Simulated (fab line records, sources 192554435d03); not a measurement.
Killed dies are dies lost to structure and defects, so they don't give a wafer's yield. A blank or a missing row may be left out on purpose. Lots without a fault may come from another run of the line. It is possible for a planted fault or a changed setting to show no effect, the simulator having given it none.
Split-lot experiment    flow n5_finfet    on a route of 1938 steps: 7 lots, 21 wafers read

## ABOUT THE SPLIT
At N5_BEOL_M10_PECVD_70 (deposits SiO2 from TEOS/O2, target thk 20 nm, time 22.7 s), the setting temp_c was moved away from the recipe's 400 C on 7 of the 21 wafers read, by -4.0% to +3.8%. All remaining wafers had this setting at the recipe value.

## FROM THE SPLIT TO THE READING: what the file shows between them, 3 steps
- N5_BEOL_M10_HM_DEP_02: deposits TiN, target thk 20 nm
- N5_BEOL_M10_COAT_59: time 60 s, resist thk 100 nm
- N5_BEOL_M10_STRIP_77: strips in N2/H2, time 10 s

## THE READING
SiO2_of_BEOL_M10_PECVD_70.thk_nm (the simulator's own value, which no gauge read), in nm, at N5_BEOL_M10_HM_STRIP_39 (strips TiN in peroxide tin strip, target depth 25 nm, time 158 s). The file does not state a usual value for it. Here, 14 wafers ran the recipe; their average is 19.8 nm with a standard deviation of 0.27 nm.

wafer   tool, chamber at the split  temp_c as run, C  against the recipe  SiO2_of_BEOL_M10_PECVD_70.thk_nm, nm  against lot-mates on the recipe
L076.3  pecvd-03, 1                 391.8             -2.0%               20.4                                  +0.6
L076.4  pecvd-03, 2                 400               recipe              19.8                                  -
L076.6  pecvd-03, 0                 391.8             -2.0%               21                                    +1.2
L080.1  pecvd-04, 1                 400               recipe              19.8                                  -
L080.4  pecvd-04, 0,1               400               recipe              20.2                                  -
L080.5  pecvd-04, 0,1               400               recipe              20.2                                  -
L077.1  pecvd-01, 2                 400               recipe              19.4                                  -
L077.2  pecvd-01, 1,0               400               recipe              19.8                                  -
L077.6  pecvd-01, 1,0               400               recipe              19.8                                  -
L079.2  pecvd-04, 1                 400               recipe              20                                    -
L079.4  pecvd-04, 2                 400               recipe              19.8                                  -
L079.6  pecvd-04, 1                 406.3             +1.6%               19.2                                  -0.7
L081.2  pecvd-01, 1                 400               recipe              19.8                                  -
L081.3  pecvd-01, 2                 400               recipe              19.2                                  -
L081.6  pecvd-01, 2                 400               recipe              20                                    -
L084.2  pecvd-01, 2                 384               -4.0%               21.4                                  +1.4
L084.4  pecvd-01, 0                 400               recipe              20                                    -
L084.6  pecvd-01, 2                 384               -4.0%               22                                    +2.0
L085.1  pecvd-04, 2                 415.4             +3.8%               17.2                                  -2.4
L085.3  pecvd-04, 0                 415.4             +3.8%               17.4                                  -2.2
L085.6  pecvd-04, 0                 400               recipe              19.6                                  -
Rows listing several chambers each stand for several wafers; the file does not say which wafer went through which chamber.

FIT RESULTS
A straight line over all 21 wafers: SiO2_of_BEOL_M10_PECVD_70.thk_nm changes by -0.541 nm for each +1% of temp_c; r = -0.96; the points scatter about the line by 0.32 nm.
The same after taking each lot's own level away (the mean of its wafers on the recipe; 21 wafers): -0.501 nm for each +1%; r = -0.96; scatter 0.27 nm.
That fit puts the effect of the largest move of temp_c on the reading at 2 nm.
Across the lots, their own levels run from 19.60 to 20.07 nm, a range of 1.7 times the standard deviation given above.
So the lot-to-lot level changes the slope little: the two slopes agree.
Check: +2.11 nm against its lot-mates is what the line predicts for one of the wafers moved furthest among these (-4.0%) when that wafer is left out of the fit. It came out at +1.4 nm against them.

## THESE WAFERS: OTHER SPLITS
These wafers also went through other splits before the reading. Each is held against what the fit with the lots' levels taken away leaves over:
other split on the same wafers  wafers away from the commonest value  r with SiO2_of_BEOL_M10_PECVD_70.thk_nm (lot level and that fit taken away)
N5_BEOL_M9_ETCH_66 time_s       4                                     -0.21
N5_BEOL_M10_ILD_DEP_00 time_s   4                                     +0.09

## THE WHOLE CHAIN: every reading that the file lists as answering this split, in the file's order
step                     what it does                                                      reading                                                                            change (the file's fit)                r (the file's)
N5_BEOL_M10_PECVD_70     deposits SiO2 from TEOS/O2, target thk 20 nm, time 22.7 s         SiO2_of_BEOL_M10_PECVD_70.thk_nm (the simulator's own value, which no gauge read)  -0.485 nm for each +1% of the setting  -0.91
N5_BEOL_M10_HM_STRIP_39  strips TiN in peroxide tin strip, target depth 25 nm, time 158 s  SiO2_of_BEOL_M10_PECVD_70.thk_nm (the simulator's own value, which no gauge read)  -0.496 nm for each +1% of the setting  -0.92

## FILE'S OWN FIT
SiO2_of_BEOL_M10_PECVD_70.thk_nm changes by -0.496 nm for each +1% of temp_c, r = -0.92.
